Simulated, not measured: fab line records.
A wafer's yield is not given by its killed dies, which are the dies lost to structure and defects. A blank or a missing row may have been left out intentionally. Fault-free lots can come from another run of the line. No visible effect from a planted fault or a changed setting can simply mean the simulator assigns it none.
Split-lot study / flow n5Finfet / route with 1938 steps; 7 lots, 39 wafers read

== ON THE SPLIT ==
At N5_GATE_CUT_ETCH_58 (etches SiNx in CH3F/O2, target depth 17 nm, time 128.6 s), the setting biasW was moved away from the recipe's 21 W on 18 of the 39 wafers read, by -9.6% to +17.4%. All remaining wafers had this setting at the recipe value.

The split's own step is where the reading is taken.

== THE READING ==
rfVppV, in V, at N5_GATE_CUT_ETCH_58 (etches SiNx in CH3F/O2, target depth 17 nm, time 128.6 s). On this fab line, fault-free wafers typically give 99.0 V with a standard deviation of 0.97 V.

wafer=L075.1; tool, chamber at the split=rieDiel-02, 1; biasW as run, W=21; against the recipe=recipe; rfVppV, V=97.9; against lot-mates on the recipe=-
wafer=L075.4; tool, chamber at the split=rieDiel-02, 2; biasW as run, W=21; against the recipe=recipe; rfVppV, V=98.2; against lot-mates on the recipe=-
wafer=L075.5; tool, chamber at the split=rieDiel-02, 1; biasW as run, W=21; against the recipe=recipe; rfVppV, V=97.1; against lot-mates on the recipe=-
wafer=L076.1; tool, chamber at the split=rieDiel-03, 0; biasW as run, W=21; against the recipe=recipe; rfVppV, V=99.5; against lot-mates on the recipe=-
wafer=L076.2; tool, chamber at the split=rieDiel-03, 1; biasW as run, W=18.99; against the recipe=-9.6%; rfVppV, V=92.0; against lot-mates on the recipe=-7.8
wafer=L076.3; tool, chamber at the split=rieDiel-03, 2; biasW as run, W=21; against the recipe=recipe; rfVppV, V=99.3; against lot-mates on the recipe=-
wafer=L076.4; tool, chamber at the split=rieDiel-03, 3; biasW as run, W=21; against the recipe=recipe; rfVppV, V=100.5; against lot-mates on the recipe=-
wafer=L076.5; tool, chamber at the split=rieDiel-03, 3; biasW as run, W=18.99; against the recipe=-9.6%; rfVppV, V=93.1; against lot-mates on the recipe=-6.7
wafer=L076.6; tool, chamber at the split=rieDiel-03, 0; biasW as run, W=18.99; against the recipe=-9.6%; rfVppV, V=93.1; against lot-mates on the recipe=-6.7
wafer=L077.1; tool, chamber at the split=rieDiel-02, 1; biasW as run, W=21; against the recipe=recipe; rfVppV, V=97.4; against lot-mates on the recipe=-
wafer=L077.2; tool, chamber at the split=rieDiel-02, 2; biasW as run, W=21; against the recipe=recipe; rfVppV, V=98.9; against lot-mates on the recipe=-
wafer=L077.3; tool, chamber at the split=rieDiel-02, 3; biasW as run, W=21; against the recipe=recipe; rfVppV, V=98.3; against lot-mates on the recipe=-
wafer=L077.4; tool, chamber at the split=rieDiel-02, 1; biasW as run, W=24.41; against the recipe=+16.2%; rfVppV, V=109.8; against lot-mates on the recipe=+11.6
wafer=L077.5; tool, chamber at the split=rieDiel-02, 2; biasW as run, W=24.41; against the recipe=+16.2%; rfVppV, V=107.6; against lot-mates on the recipe=+9.4
wafer=L077.6; tool, chamber at the split=rieDiel-02, 3; biasW as run, W=24.41; against the recipe=+16.2%; rfVppV, V=107.4; against lot-mates on the recipe=+9.2
wafer=L081.1; tool, chamber at the split=rieDiel-05, 3; biasW as run, W=19.98; against the recipe=-4.9%; rfVppV, V=95.3; against lot-mates on the recipe=-3.9
wafer=L081.2; tool, chamber at the split=rieDiel-05, 0; biasW as run, W=19.98; against the recipe=-4.9%; rfVppV, V=95.6; against lot-mates on the recipe=-3.6
wafer=L081.3; tool, chamber at the split=rieDiel-05, 1; biasW as run, W=19.98; against the recipe=-4.9%; rfVppV, V=96.1; against lot-mates on the recipe=-3.1
wafer=L081.4; tool, chamber at the split=rieDiel-05, 1; biasW as run, W=21; against the recipe=recipe; rfVppV, V=99.0; against lot-mates on the recipe=-
wafer=L081.5; tool, chamber at the split=rieDiel-05, 3; biasW as run, W=21; against the recipe=recipe; rfVppV, V=99.2; against lot-mates on the recipe=-
wafer=L081.6; tool, chamber at the split=rieDiel-05, 0; biasW as run, W=21; against the recipe=recipe; rfVppV, V=99.3; against lot-mates on the recipe=-
wafer=L082.1; tool, chamber at the split=rieDiel-03, 2; biasW as run, W=19.26; against the recipe=-8.3%; rfVppV, V=92.8; against lot-mates on the recipe=-7.3
wafer=L082.2; tool, chamber at the split=rieDiel-03, 1; biasW as run, W=19.26; against the recipe=-8.3%; rfVppV, V=93.2; against lot-mates on the recipe=-6.9
wafer=L082.3; tool, chamber at the split=rieDiel-03, 0; biasW as run, W=21; against the recipe=recipe; rfVppV, V=101.1; against lot-mates on the recipe=-
wafer=L082.4; tool, chamber at the split=rieDiel-03, 3; biasW as run, W=21; against the recipe=recipe; rfVppV, V=99.4; against lot-mates on the recipe=-
wafer=L082.5; tool, chamber at the split=rieDiel-03, 3; biasW as run, W=19.26; against the recipe=-8.3%; rfVppV, V=95.3; against lot-mates on the recipe=-4.8
wafer=L082.6; tool, chamber at the split=rieDiel-03, 0; biasW as run, W=21; against the recipe=recipe; rfVppV, V=99.8; against lot-mates on the recipe=-
wafer=L089.1; tool, chamber at the split=rieDiel-03, 2; biasW as run, W=21; against the recipe=recipe; rfVppV, V=98.6; against lot-mates on the recipe=-
wafer=L089.2; tool, chamber at the split=rieDiel-03, 3; biasW as run, W=22.53; against the recipe=+7.3%; rfVppV, V=103.7; against lot-mates on the recipe=+4.1
wafer=L089.3; tool, chamber at the split=rieDiel-03, 0; biasW as run, W=21; against the recipe=recipe; rfVppV, V=100.1; against lot-mates on the recipe=-
wafer=L089.4; tool, chamber at the split=rieDiel-03, 1; biasW as run, W=22.53; against the recipe=+7.3%; rfVppV, V=102.4; against lot-mates on the recipe=+2.8
wafer=L089.5; tool, chamber at the split=rieDiel-03, 0; biasW as run, W=21; against the recipe=recipe; rfVppV, V=100.2; against lot-mates on the recipe=-
wafer=L089.6; tool, chamber at the split=rieDiel-03, 1; biasW as run, W=22.53; against the recipe=+7.3%; rfVppV, V=104.0; against lot-mates on the recipe=+4.4
wafer=L092.1; tool, chamber at the split=rieDiel-02, 2; biasW as run, W=21; against the recipe=recipe; rfVppV, V=98.5; against lot-mates on the recipe=-
wafer=L092.2; tool, chamber at the split=rieDiel-02, 1; biasW as run, W=24.66; against the recipe=+17.4%; rfVppV, V=109.1; against lot-mates on the recipe=+9.9
wafer=L092.3; tool, chamber at the split=rieDiel-02, 3; biasW as run, W=24.66; against the recipe=+17.4%; rfVppV, V=108.4; against lot-mates on the recipe=+9.2
wafer=L092.4; tool, chamber at the split=rieDiel-02, 0; biasW as run, W=21; against the recipe=recipe; rfVppV, V=100.2; against lot-mates on the recipe=-
wafer=L092.5; tool, chamber at the split=rieDiel-02, 0; biasW as run, W=24.66; against the recipe=+17.4%; rfVppV, V=109.8; against lot-mates on the recipe=+10.6
wafer=L092.6; tool, chamber at the split=rieDiel-02, 3; biasW as run, W=21; against the recipe=recipe; rfVppV, V=98.8; against lot-mates on the recipe=-

FIT RESULTS
A straight line over all 39 wafers: rfVppV changes by +0.596 V for each +1% of biasW; r = +0.98; the points scatter about the line by 0.96 V.
The same after taking each lot's own level away (the mean of its wafers on the recipe; 39 wafers): +0.63 V for each +1%; r = +0.99; scatter 0.84 V.
On that fit, the largest move of biasW shifts the reading by 11 V.
The lots' own levels span 97.73 to 100.10 V, that is 2.4 times the standard deviation above.
The two slopes agree, so the slope changes little with the lot-to-lot level.
Check: +10.7 V against its lot-mates is what the line predicts for one of the wafers moved furthest among these (+17.4%) when that wafer is left out of the fit. Against them it came out at +9.93 V.
Tool readings at the split's step, against how far the setting was moved: rfVppV r = +0.98.

== FURTHER SPLITS ON THESE WAFERS ==
Note: prior to the reading, these wafers also went through further splits. Each is held against what the fit with the lots' levels taken away leaves over:
other split on the same wafers=N5_FIN_SAQP_ETCH_65 timeS; wafers away from the commonest value=15; r with rfVppV (lot level and that fit taken away)=+0.20
other split on the same wafers=N5_SD_EPI_N_ETCH_35 timeS; wafers away from the commonest value=15; r with rfVppV (lot level and that fit taken away)=-0.41
other split on the same wafers=N5_HKMG_FIN_ETCH_32 targetDepthA; wafers away from the commonest value=12; r with rfVppV (lot level and that fit taken away)=-0.15
other split on the same wafers=N5_GATE_CUT_ETCH_56 targetDepthA; wafers away from the commonest value=12; r with rfVppV (lot level and that fit taken away)=+0.27

== THE WHOLE CHAIN: every reading that the file lists as answering this split, in the file's order ==
step=N5_GATE_CUT_ETCH_58; what it does=etches SiNx in CH3F/O2, target depth 17 nm, time 128.6 s; reading=rfVppV; change (the file's fit)=+0.624 V for each +1% of the setting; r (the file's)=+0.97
step=N5_GATE_CUT_ETCH_58; what it does=etches SiNx in CH3F/O2, target depth 17 nm, time 128.6 s; reading=etch.depthNm (the simulator's own value, which no gauge read); change (the file's fit)=+0.0667 nm for each +1% of the setting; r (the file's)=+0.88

== THE FILE'S OWN FIT ==
rfVppV changes by +0.624 V for each +1% of biasW, r = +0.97.
